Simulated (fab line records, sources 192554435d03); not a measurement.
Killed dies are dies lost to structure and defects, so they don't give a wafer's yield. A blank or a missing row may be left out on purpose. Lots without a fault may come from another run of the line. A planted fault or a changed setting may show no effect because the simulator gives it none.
Which tool did it? | flow n5_finfet | 24 lots, 72 wafers sampled, at 6 steps of a route of 1938

WHAT THE GAUGES READ, wafer by wafer
N5_BEOL_M5_THK_MEAS_53: measures by xrf. Usual: M5_THK 62.3 nm, standard deviation 1.6.
lot  | measured     | on            | M5_THK (nm)    | flag
L074 | day 10 06:04 | film_metro-02 | 62.3 62.7 60.2 |
L075 | day 10 22:17 | film_metro-02 | 61.4 61.7 61.8 |
L077 | day 11 06:59 | film_metro-01 | 65.5 62.8 64.5 |
L078 | day 11 13:13 | film_metro-01 | 63.7 62.2 65.2 |
L076 | day 11 13:16 | film_metro-02 | 64.4 64.3 63.0 |
L079 | day 11 22:23 | film_metro-01 | 63.7 62.6 61.3 |
L081 | day 12 04:05 | film_metro-01 | 61.1 60.0 61.2 |
L082 | day 12 07:27 | film_metro-02 | 63.0 64.2 65.0 |
L080 | day 12 07:50 | film_metro-01 | 59.3 58.4 62.6 |
L083 | day 12 12:10 | film_metro-01 | 62.3 59.2 62.1 |
L084 | day 12 13:00 | film_metro-02 | 61.9 61.4 62.1 |
L085 | day 13 11:16 | film_metro-02 | 63.1 61.5 62.7 |
L086 | day 13 15:06 | film_metro-01 | 63.6 61.7 63.5 |
L087 | day 13 15:17 | film_metro-02 | 61.1 60.9 61.3 |
L088 | day 13 15:42 | film_metro-02 | 61.6 62.4 61.8 |
L089 | day 14 11:26 | film_metro-01 | 60.0 61.3 60.6 |
L090 | day 14 23:16 | film_metro-01 | 62.7 62.0 62.8 |
L093 | day 15 01:40 | film_metro-02 | 65.2 62.1 64.4 |
L092 | day 15 01:47 | film_metro-02 | 61.3 62.7 63.2 |
L091 | day 15 09:52 | film_metro-02 | 63.2 63.7 64.4 |
L096 | day 16 09:34 | film_metro-01 | 63.3 59.7 60.7 |
L095 | day 16 15:21 | film_metro-01 | 61.5 62.0 64.1 |
L094 | day 16 19:40 | film_metro-01 | 63.4 61.3 61.6 |
L097 | day 16 19:55 | film_metro-01 | 61.0 61.6 59.3 |

N5_BEOL_M6_CD_MEAS_35: target cd 40 nm, target cd y 28 nm. Usual: cd_nm 40.0 nm, standard deviation 0.46.
lot  | measured     | on        | cd_nm (nm)     | flag
L074 | day 10 13:18 | cd_sem-02 | 39.5 39.8 40.2 |
L075 | day 11 04:20 | cd_sem-01 | 39.1 40.1 40.3 |
L077 | day 11 12:46 | cd_sem-02 | 40.4 39.9 40.1 |
L078 | day 11 21:11 | cd_sem-03 | 39.5 40.4 39.8 |
L076 | day 11 20:55 | cd_sem-02 | 40.3 39.4 40.8 |
L079 | day 12 02:55 | cd_sem-01 | 40.4 40.5 41.1 |
L081 | day 12 08:41 | cd_sem-01 | 40.1 40.5 39.5 |
L082 | day 12 11:57 | cd_sem-02 | 40.0 38.9 39.7 |
L080 | day 12 13:14 | cd_sem-03 | 39.6 40.1 40.2 |
L083 | day 12 16:17 | cd_sem-01 | 40.3 40.0 39.3 |
L084 | day 12 18:58 | cd_sem-02 | 40.2 39.5 40.3 |
L085 | day 13 17:08 | cd_sem-02 | 40.3 39.6 40.2 |
L086 | day 13 18:11 | cd_sem-01 | 40.2 39.9 40.3 |
L087 | day 13 20:01 | cd_sem-03 | 39.4 40.0 39.4 |
L088 | day 13 20:36 | cd_sem-01 | 40.1 40.0 39.1 |
L089 | day 14 18:22 | cd_sem-01 | 40.6 40.1 39.1 |
L090 | day 15 03:49 | cd_sem-01 | 39.1 39.9 40.3 |
L093 | day 15 07:03 | cd_sem-01 | 39.0 39.3 39.9 |
L092 | day 15 06:53 | cd_sem-03 | 41.0 40.7 40.4 |
L091 | day 15 14:12 | cd_sem-03 | 39.8 39.2 39.5 |
L096 | day 16 14:37 | cd_sem-02 | 40.5 40.1 39.7 |
L095 | day 16 22:34 | cd_sem-03 | 39.6 40.0 39.8 |
L094 | day 17 02:44 | cd_sem-03 | 40.2 40.5 40.4 |
L097 | day 17 02:23 | cd_sem-02 | 39.7 40.4 40.3 |

N5_BEOL_M6_INSPECT_58: inspects for defects (darkfield). Usual: raw_defect_count 70, standard deviation 22.
lot  | measured     | on                | raw_defect_count | flag
L074 | day 10 16:14 | defect_inspect-01 | 96 42 45         |
L075 | day 11 06:29 | defect_inspect-01 | 53 84 58         |
L077 | day 11 14:55 | defect_inspect-01 | 69 40 41         |
L078 | day 11 23:52 | defect_inspect-01 | 90 69 99         |
L076 | day 11 23:36 | defect_inspect-01 | 41 82 39         |
L079 | day 12 05:31 | defect_inspect-01 | 80 61 47         |
L081 | day 12 11:23 | defect_inspect-02 | 85 50 87         |
L082 | day 12 14:39 | defect_inspect-02 | 103 154 88       |
L080 | day 12 16:26 | defect_inspect-02 | 55 59 53         |
L083 | day 12 20:56 | defect_inspect-01 | 81 71 86         |
L084 | day 12 22:37 | defect_inspect-02 | 87 100 56        |
L085 | day 13 21:00 | defect_inspect-01 | 59 88 75         |
L086 | day 13 21:46 | defect_inspect-01 | 55 69 61         |
L087 | day 13 22:17 | defect_inspect-02 | 48 48 79         |
L088 | day 13 23:05 | defect_inspect-01 | 75 69 40         |
L089 | day 14 21:18 | defect_inspect-02 | 50 73 67         |
L090 | day 15 09:17 | defect_inspect-01 | 82 57 98         |
L093 | day 15 10:19 | defect_inspect-02 | 77 72 41         |
L092 | day 15 09:44 | defect_inspect-01 | 56 98 89         |
L091 | day 15 18:19 | defect_inspect-01 | 59 63 67         |
L096 | day 16 18:49 | defect_inspect-01 | 52 66 56         |
L095 | day 17 01:11 | defect_inspect-01 | 140 122 128      |
L094 | day 17 06:58 | defect_inspect-01 | 73 44 63         |
L097 | day 17 06:18 | defect_inspect-02 | 45 65 65         |

WHICH TOOL RAN EACH LOT (tool, then ch and the chambers of the sampled wafers, then the start)
lot  | N5_BEOL_M5_ANNEAL_89         | N5_BEOL_M6_ILD_DEP_00           | N5_BEOL_M6_STRIP_36
L074 | pvd_sputter-03, day 10 04:16 | pecvd-01 ch 0,1,2, day 10 06:25 | rie_diel-04 ch 0,1,3, day 10 12:57
L075 | pvd_sputter-03, day 10 20:29 | pecvd-02 ch 1,2, day 10 22:37   | rie_diel-04 ch 0,1,3, day 11 03:59
L077 | pvd_sputter-01, day 11 05:11 | pecvd-01 ch 0,1,2, day 11 07:19 | rie_diel-06 ch 1,2,3, day 11 12:25
L078 | pvd_sputter-03, day 11 11:25 | pecvd-03 ch 0,1,2, day 11 13:32 | rie_diel-01 ch 1,2,3, day 11 20:50
L076 | pvd_sputter-02, day 11 11:28 | pecvd-01 ch 0,1,2, day 11 13:35 | rie_diel-04 ch 0,1,2, day 11 20:34
L079 | pvd_sputter-02, day 11 20:25 | pecvd-03 ch 0,1,2, day 11 22:42 | rie_diel-01 ch 2,3, day 12 02:34
L081 | pvd_sputter-02, day 12 01:26 | pecvd-02 ch 0,1,2, day 12 04:30 | rie_diel-04 ch 0,1,2, day 12 08:20
L082 | pvd_sputter-03, day 12 05:34 | pecvd-03 ch 0,1,2, day 12 07:47 | rie_diel-04 ch 0,2, day 12 11:36
L080 | pvd_sputter-02, day 12 06:01 | pecvd-03 ch 0,2, day 12 08:22   | rie_diel-04 ch 0,1, day 12 12:53
L083 | pvd_sputter-01, day 12 10:22 | pecvd-02 ch 0,1, day 12 12:30   | rie_diel-06 ch 2,3, day 12 15:57
L084 | pvd_sputter-02, day 12 11:10 | pecvd-01 ch 0,1, day 12 13:20   | rie_diel-01 ch 0,1,3, day 12 18:37
L085 | pvd_sputter-02, day 13 09:28 | pecvd-03 ch 0,1,2, day 13 11:35 | rie_diel-01 ch 0,2, day 13 16:41
L086 | pvd_sputter-01, day 13 13:18 | pecvd-03 ch 0,2, day 13 15:25   | rie_diel-06 ch 2,3, day 13 17:44
L087 | pvd_sputter-03, day 13 13:28 | pecvd-01 ch 0,1, day 13 15:37   | rie_diel-06 ch 2,3, day 13 19:40
L088 | pvd_sputter-02, day 13 13:53 | pecvd-01 ch 0,1, day 13 16:01   | rie_diel-04 ch 0,2,3, day 13 20:08
L089 | pvd_sputter-03, day 14 09:38 | pecvd-01 ch 1,2, day 14 11:46   | rie_diel-04 ch 3, day 14 17:56
L090 | pvd_sputter-02, day 14 21:28 | pecvd-03 ch 0,2, day 14 23:37   | rie_diel-06 ch 0,1,3, day 15 03:27
L093 | pvd_sputter-01, day 14 23:46 | pecvd-02 ch 0,1, day 15 01:59   | rie_diel-04 ch 0,1,3, day 15 06:42
L092 | pvd_sputter-03, day 14 23:47 | pecvd-01 ch 0,1,2, day 15 02:07 | rie_diel-01 ch 2,3, day 15 06:32
L091 | pvd_sputter-02, day 15 07:19 | pecvd-03 ch 0,1,2, day 15 10:12 | rie_diel-06 ch 2,3, day 15 13:50
L096 | pvd_sputter-03, day 16 07:46 | pecvd-01 ch 0,1,2, day 16 09:58 | rie_diel-06 ch 1,2,3, day 16 14:16
L095 | pvd_sputter-03, day 16 13:10 | pecvd-02 ch 0,2, day 16 15:40   | rie_diel-06 ch 1,2, day 16 22:13
L094 | pvd_sputter-02, day 16 17:50 | pecvd-03 ch 1,2, day 16 19:59   | rie_diel-04 ch 0,2,3, day 17 02:23
L097 | pvd_sputter-03, day 16 17:55 | pecvd-02 ch 0,1,2, day 16 20:16 | rie_diel-01 ch 2,3, day 17 02:02
- N5_BEOL_M5_ANNEAL_89: time 1800 s.
- N5_BEOL_M6_ILD_DEP_00: deposits SiCOH lowk from DEMS/porogen, target thk 179.75 nm, time 33.4 s.
- N5_BEOL_M6_STRIP_36: strips in N2/H2.

WHAT THE TOOLS THEMSELVES READ (means of the sampled wafers that have a number; where no wafer has one, the mark that the record gives instead)
N5_BEOL_M5_ANNEAL_89. Usual: heater_power_w 843 W, standard deviation 91.
lot  | tool           | heater_power_w (W) | flag
L074 | pvd_sputter-03 | 753                |
L075 | pvd_sputter-03 | 774                |
L077 | pvd_sputter-01 | 929                |
L078 | pvd_sputter-03 | 754                |
L076 | pvd_sputter-02 | 867                |
L079 | pvd_sputter-02 | 881                |
L081 | pvd_sputter-02 | 907                |
L082 | pvd_sputter-03 | 781                |
L080 | pvd_sputter-02 | 869                |
L083 | pvd_sputter-01 | 921                |
L084 | pvd_sputter-02 | 924                |
L085 | pvd_sputter-02 | 929                |
L086 | pvd_sputter-01 | 989                |
L087 | pvd_sputter-03 | 759                |
L088 | pvd_sputter-02 | 903                |
L089 | pvd_sputter-03 | 772                |
L090 | pvd_sputter-02 | 873                |
L093 | pvd_sputter-01 | 918                |
L092 | pvd_sputter-03 | 746                |
L091 | pvd_sputter-02 | 860                |
L096 | pvd_sputter-03 | 777                |
L095 | pvd_sputter-03 | 774                |
L094 | pvd_sputter-02 | 902                |
L097 | pvd_sputter-03 | 778                |

N5_BEOL_M6_ILD_DEP_00. Usual: heater_power_w 318 W, standard deviation 59; showerhead_plenum_p_Torr 5.730 Torr, standard deviation 0.019; throttle_valve_pct 13.8 %, standard deviation 0.63.
lot  | tool     | heater_power_w (W) | showerhead_plenum_p_Torr (Torr) | throttle_valve_pct (%) | flag
L074 | pecvd-01 | 336                | 5.713                           | 14.0                   |
L075 | pecvd-02 | 293                | 5.740                           | 13.2                   |
L077 | pecvd-01 | 295                | 5.718                           | 14.0                   |
L078 | pecvd-03 | 365                | 5.729                           | 13.7                   |
L076 | pecvd-01 | 305                | 5.721                           | 14.0                   |
L079 | pecvd-03 | 353                | 5.730                           | 13.7                   |
L081 | pecvd-02 | 254                | 5.747                           | 13.6                   |
L082 | pecvd-03 | 348                | 5.724                           | 13.7                   |
L080 | pecvd-03 | 352                | 5.740                           | 13.6                   |
L083 | pecvd-02 | 252                | 5.772                           | 13.7                   |
L084 | pecvd-01 | 266                | 5.705                           | 13.9                   |
L085 | pecvd-03 | 336                | 5.731                           | 13.7                   |
L086 | pecvd-03 | 356                | 5.724                           | 13.0                   |
L087 | pecvd-01 | 306                | 5.728                           | 14.3                   |
L088 | pecvd-01 | 279                | 5.714                           | 14.0                   |
L089 | pecvd-01 | 356                | 5.721                           | 13.8                   |
L090 | pecvd-03 | 339                | 5.724                           | 13.2                   |
L093 | pecvd-02 | 267                | 5.749                           | 13.7                   |
L092 | pecvd-01 | 331                | 5.712                           | 14.2                   |
L091 | pecvd-03 | 370                | 5.725                           | 13.6                   |
L096 | pecvd-01 | 291                | 5.723                           | 14.1                   |
L095 | pecvd-02 | 266                | 5.754                           | 13.4                   |
L094 | pecvd-03 | 334                | 5.716                           | 13.2                   |
L097 | pecvd-02 | 254                | 5.745                           | 13.5                   |

N5_BEOL_M6_STRIP_36. Usual: bias_power_w 7.002 W, standard deviation 0.02; drypump_motor_current_A 5.8 A, standard deviation 0.44; oes_product_au 0.76 a.u., standard deviation 0.063; rf_vpp_V 59.3 V, standard deviation 1.4; showerhead_plenum_p_Torr 2.57 Torr, standard deviation 0.071; temp_c 39.99 C, standard deviation 0.12; throttle_valve_pct 23.7 %, standard deviation 0.32.
lot  | tool        | bias_power_w (W) | drypump_motor_current_A (A) | oes_product_au (a.u.) | rf_vpp_V (V) | showerhead_plenum_p_Torr (Torr) | temp_c (C) | throttle_valve_pct (%) | flag
L074 | rie_diel-04 | 7.001            | 6.1                         | 0.83                  | 58.3         | 2.63                            | 39.96      | 23.3                   |
L075 | rie_diel-04 | 7.012            | 6.1                         | 0.81                  | 59.3         | 2.63                            | 40.00      | 23.3                   |
L077 | rie_diel-06 | 7.026            | 5.6                         | 0.76                  | 59.1         | 2.57                            | 40.05      | 23.7                   |
L078 | rie_diel-01 | 6.999            | 5.9                         | 0.78                  | 57.6         | 2.52                            | 39.97      | 23.7                   |
L076 | rie_diel-04 | 7.000            | 5.7                         | 0.79                  | 60.3         | 2.62                            | 40.06      | 23.6                   |
L079 | rie_diel-01 | 7.008            | 6.1                         | 0.79                  | 59.6         | 2.48                            | 39.94      | 23.7                   |
L081 | rie_diel-04 | 7.001            | 5.7                         | 0.79                  | 58.2         | 2.62                            | 40.08      | 23.6                   |
L082 | rie_diel-04 | 6.992            | 6.1                         | 0.82                  | 59.3         | 2.67                            | 39.97      | 23.8                   |
L080 | rie_diel-04 | 6.979            | 5.7                         | 0.81                  | 61.4         | 2.59                            | 39.96      | 23.2                   |
L083 | rie_diel-06 | 7.012            | 5.6                         | 0.73                  | 59.2         | 2.56                            | 40.02      | 23.7                   |
L084 | rie_diel-01 | 6.994            | 5.7                         | 0.79                  | 58.2         | 2.59                            | 40.08      | 23.7                   |
L085 | rie_diel-01 | 6.974            | 6.1                         | 0.80                  | 59.2         | 2.52                            | 39.96      | 23.8                   |
L086 | rie_diel-06 | 7.019            | 5.6                         | 0.72                  | 60.5         | 2.55                            | 39.97      | 23.7                   |
L087 | rie_diel-06 | 6.987            | 5.6                         | 0.72                  | 59.7         | 2.55                            | 40.05      | 23.7                   |
L088 | rie_diel-04 | 6.998            | 6.1                         | 0.75                  | 60.2         | 2.64                            | 39.94      | 23.7                   |
L089 | rie_diel-04 | 7.012            | 6.5                         | 0.72                  | 59.3         | 2.61                            | 39.95      | 23.3                   |
L090 | rie_diel-06 | 7.011            | 5.9                         | 0.73                  | 59.1         | 2.52                            | 39.98      | 23.8                   |
L093 | rie_diel-04 | 7.004            | 6.1                         | 0.76                  | 58.8         | 2.61                            | 40.05      | 23.3                   |
L092 | rie_diel-01 | 7.012            | 5.8                         | 0.74                  | 60.6         | 2.50                            | 40.04      | 23.8                   |
L091 | rie_diel-06 | 7.010            | 5.3                         | 0.70                  | 58.5         | 2.58                            | 39.86      | 23.7                   |
L096 | rie_diel-06 | 7.002            | 5.6                         | 0.72                  | 60.6         | 2.55                            | 39.92      | 23.8                   |
L095 | rie_diel-06 | 7.014            | 5.3                         | 0.71                  | 58.7         | 2.59                            | 40.11      | 23.8                   |
L094 | rie_diel-04 | 6.988            | 6.1                         | 0.81                  | 59.4         | 2.62                            | 40.05      | 23.6                   |
L097 | rie_diel-01 | 6.991            | 6.0                         | 0.75                  | 59.4         | 2.46                            | 40.13      | 23.8                   |

THE ANSWER, worked out from the rows above alone
Rule: a lot is off if the mean of its wafers that have a number lies more than 3 standard deviations from the usual mean. A lot without any number at a reading at which 4 lots or more have one is off too. The other lots that the step has rows for count as sound. The gauges are gone through in route order, then the tools' own readings, and for those a lot's mean is taken as printed above. The first step at which some lot is off is used, and at that step the reading that is off furthest; a lot without a number counts as furthest.
No lot is off at any reading shown: from this, nothing can be told.

WHAT THE SIMULATOR HAD PUT IN
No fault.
